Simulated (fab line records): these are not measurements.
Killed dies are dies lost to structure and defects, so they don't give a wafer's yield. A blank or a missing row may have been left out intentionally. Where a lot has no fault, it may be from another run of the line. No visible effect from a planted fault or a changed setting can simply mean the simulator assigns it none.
Comparing a struck lot with a sound one -- flow nand harc -- 39 out of 1302 route steps
Sound: these wafers, L914.2, L914.4, L914.5. The struck wafers were L925.2, L925.3, L925.4. The cause comes at the end.
Each step with rows lists, per side, the tool, then ch with its chambers, then its first start. Under that, the readings that differ: sound wafers -- struck wafers -- difference of the means -- sigmas: that difference in standard deviations of wafers without a fault.
alike: a reading whose means differ by less than 2 such deviations, as well as words and numbers matching on both sides. not compared: withheld readings; readings where some wafer has no value; bounds like >300 that might hide an equal value; numbers whose values overlap and for which the record gives no deviation.
Wherever a step has rows on one side only, a row that says differs or no value, or a row with sigmas, the two part there. When numbers do not overlap yet have no deviation, they are printed without sigmas and do not part them. A reading that every wafer of one side lacks parts them only if that side has two wafers or more.

first, 1 step without rows for these wafers: NHARC_A_CHANNEL_HOLE_D2_SRD_30.
NHARC_A_CHANNEL_HOLE_D2_CD_MEAS_31:
  struck on cd sem-01, day 19 20:32; sound on cd sem-02, day 15 07:43
  alike: cd nm
next, for these wafers, 1 step has no rows: NHARC_A_CHANNEL_HOLE_D2_XSEM_32.
NHARC_A_CHANNEL_HOLE_D2_INSPECT_40:
  struck on defect inspect-02, day 19 20:43; sound on defect inspect-01, day 15 07:54
  alike: raw defect count
then, 2 steps without rows for these wafers: NHARC_A_CHANNEL_FILL_D2_PRECLEAN_00 (cleans in SC1); NHARC_A_CHANNEL_FILL_D2_SRD_01.
NHARC_A_CHANNEL_FILL_D2_ALD_02: deposits SiO2, target thk 6 nm, pulse time 10 s, ald cycles 60.
  sound on ald hk-04 ch 0,1,3, day 15 08:06; struck on ald hk-04 ch 0,1,2, day 19 20:59
  alike: heater power w, precursor pulse height rel
then, 1 step without rows for these wafers: NHARC_A_CHANNEL_FILL_D2_ALD_03 (deposits SiNx, target thk 6 nm, pulse time 60 s, ald cycles 58).
NHARC_A_CHANNEL_FILL_D2_ALD_14: deposits SiO2, target thk 2.5 nm, pulse time 10 s, ald cycles 25.
  sound on ald hk-01 ch 0,1,3, day 15 15:08; struck on ald hk-01 ch 1,2,3, day 20 03:55
  alike: heater power w, precursor pulse height rel
NHARC_A_CHANNEL_FILL_D2_ALD_15: deposits SiNx, target thk 2 nm, pulse time 60 s, ald cycles 19.
  sound: ald sin batch-03 ch 0; struck: ald sin batch-01 ch 0
  alike: precursor pulse height rel
then, 2 steps without rows for these wafers: NHARC_A_CHANNEL_FILL_D2_ALD_16 (deposits SiO2, target thk 1.5 nm, pulse time 10 s, ald cycles 15); NHARC_A_CHANNEL_FILL_D2_ANNEAL_17 (time 1800 s).
NHARC_A_CHANNEL_FILL_D2_CVD_18: deposits poly-Si, target thk 3 nm.
  sound on lpcvd poly-04 ch 0, day 16 08:45; struck on lpcvd poly-04 ch 0, day 20 16:01
then, 8 steps without rows for these wafers: NHARC_A_CHANNEL_FILL_D2_ETCHBACK_19 (etches the open film in HBr/Cl2, target depth 5 nm, time 1.7 s); NHARC_A_CHANNEL_FILL_D2_ETCHBACK_20 (etches the open film in C4F8/O2/Ar, target depth 27 nm, time 13.5 s); NHARC_A_CHANNEL_FILL_D2_STRIP_28 (strips in O2, time 20 s); NHARC_A_CHANNEL_FILL_D2_PRECLEAN_21 (cleans in dHF, time 30 s); NHARC_A_CHANNEL_FILL_D2_SRD_23; NHARC_A_CHANNEL_FILL_D2_CVD_05 (deposits poly-Si, target thk 5 nm); NHARC_A_CHANNEL_FILL_D2_ANNEAL_22 (time 7200 s); NHARC_A_CHANNEL_FILL_D2_ALD_25 (deposits SiOx, target thk 60 nm, pulse time 10 s, ald cycles 600).
NHARC_A_CHANNEL_FILL_D2_ETCHBACK_08: etches the open film in C4F8, target depth 220 nm, time 110 s.
  sound: rie diel-13 ch 1,2,3; struck: rie diel-03 ch 1,2,3
  alike: oes product au, rf vpp V
  not compared: rf hours counter h
NHARC_A_CHANNEL_FILL_D2_STRIP_29: strips in O2, time 20 s.
  sound: rie diel-13 ch 0,1; struck: rie diel-03 ch 1,2,3
  alike: drypump motor current A, oes product au, rf vpp V, showerhead plenum p Torr, throttle valve pct
  not compared: rf hours counter h
then, 15 steps without rows for these wafers: NHARC_A_CHANNEL_FILL_D2_PRECLEAN_30 (cleans in dHF, time 30 s); NHARC_A_CHANNEL_FILL_D2_SRD_31; NHARC_A_CHANNEL_FILL_D2_CVD_09 (deposits poly-Si, target thk 150 nm, time 3000 s); NHARC_A_CHANNEL_FILL_D2_CMP_10 (polishes, target thk 150 nm); NHARC_A_CHANNEL_FILL_D2_SRD_12; NHARC_A_CHANNEL_FILL_D2_RTA_24 (time 5 s); NHARC_A_STAIRCASE_DEP_156 (deposits SiNx, target thk 50 nm); NHARC_A_STAIRCASE_DEHYDRATE_158 (time 120 s); NHARC_A_STAIRCASE_HMDS_159 (time 30 s); NHARC_A_STAIRCASE_COAT_160; NHARC_A_STAIRCASE_SOFTBAKE_161 (time 170 s); NHARC_A_STAIRCASE_EBR_162; NHARC_A_STAIRCASE_EXPOSE_163 (exposes mask STAIR OPEN); NHARC_A_STAIRCASE_PEB_164 (peb time 130 s); NHARC_A_STAIRCASE_DEVELOP_165 (time 140 s).
-- the record jumps here: 10 days lie between the struck wafers' starts before and after (it left off in module A_STAIRCASE and takes up again in module END, whose first step shown is number 1302 of the route) --
NHARC_END_SORT_01:
  at this point the record logs the struck wafers (prober-01 ch 0, day 30 13:22) and has no rows for the sound ones

WHERE THEY PART
At NHARC_END_SORT_01 and nowhere else, as far as this record goes.

WHY: whatever the simulator had introduced
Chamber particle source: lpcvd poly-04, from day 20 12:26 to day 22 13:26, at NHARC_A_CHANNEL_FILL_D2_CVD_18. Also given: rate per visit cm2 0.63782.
